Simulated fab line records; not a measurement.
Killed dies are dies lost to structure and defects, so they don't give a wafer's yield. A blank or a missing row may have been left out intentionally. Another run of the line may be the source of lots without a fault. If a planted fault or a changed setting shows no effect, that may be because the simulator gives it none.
Chamber matching / flow n5Finfet / N5_BEOL_M10_STRIP_67 on rieDiel-05: 4 sister chambers
The step strips in CF4. 8 wafers are shown with their chamber, then 7 later ones without.

== WAFERS, EACH WITH ITS CHAMBER ==
wafer=L083.3; chamber=2; showerheadPlenumPTorr (Torr)=1.74; drypumpMotorCurrentA (A)=5.2
wafer=L083.4; chamber=3; showerheadPlenumPTorr (Torr)=1.85; drypumpMotorCurrentA (A)=5.6
wafer=L083.6; chamber=2; showerheadPlenumPTorr (Torr)=1.74; drypumpMotorCurrentA (A)=5.2
wafer=L085.1; chamber=0; showerheadPlenumPTorr (Torr)=1.80; drypumpMotorCurrentA (A)=5.5
wafer=L085.4; chamber=1; showerheadPlenumPTorr (Torr)=1.76; drypumpMotorCurrentA (A)=5.8
wafer=L085.6; chamber=3; showerheadPlenumPTorr (Torr)=1.85; drypumpMotorCurrentA (A)=5.6
wafer=L091.4; chamber=0; showerheadPlenumPTorr (Torr)=1.80; drypumpMotorCurrentA (A)=5.4
wafer=L091.5; chamber=1; showerheadPlenumPTorr (Torr)=1.75; drypumpMotorCurrentA (A)=5.8

== WAFERS WITH NO CHAMBER GIVEN ==
wafer=L091.6; showerheadPlenumPTorr (Torr)=1.73; drypumpMotorCurrentA (A)=5.2
wafer=L096.1; showerheadPlenumPTorr (Torr)=1.73; drypumpMotorCurrentA (A)=5.2
wafer=L096.5; showerheadPlenumPTorr (Torr)=1.75; drypumpMotorCurrentA (A)=5.8
wafer=L096.6; showerheadPlenumPTorr (Torr)=1.73; drypumpMotorCurrentA (A)=5.2
wafer=L097.1; showerheadPlenumPTorr (Torr)=1.75; drypumpMotorCurrentA (A)=5.8
wafer=L097.2; showerheadPlenumPTorr (Torr)=1.80; drypumpMotorCurrentA (A)=5.5
wafer=L097.6; showerheadPlenumPTorr (Torr)=1.84; drypumpMotorCurrentA (A)=5.6

== EACH ONE'S CHAMBER ==
wafer=L091.6; from the rows above=2; in truth=2
wafer=L096.1; from the rows above=2; in truth=2
wafer=L096.5; from the rows above=1; in truth=1
wafer=L096.6; from the rows above=2; in truth=2
wafer=L097.1; from the rows above=1; in truth=1
wafer=L097.2; from the rows above=0; in truth=0
wafer=L097.6; from the rows above=3; in truth=3
Correct placement for 7 of the 7. Can't be placed from these rows: 0. Number placed wrongly: 0.
How it was worked out, from the rows above alone: a wafer's distance from a chamber is the root of the sum, over the readings, of the square of ((its reading less the chamber's mean) divided by the reading's scatter). If the next closest chamber is less than 2 further off than the closest, the wafer can't be placed; otherwise it belongs to the closest. The mean given for a chamber averages the wafers shown for that chamber. The scatter: take each reading less its chamber's mean, square it, sum over the shown wafers, divide by the number of wafers less the number of chambers, and take the root.
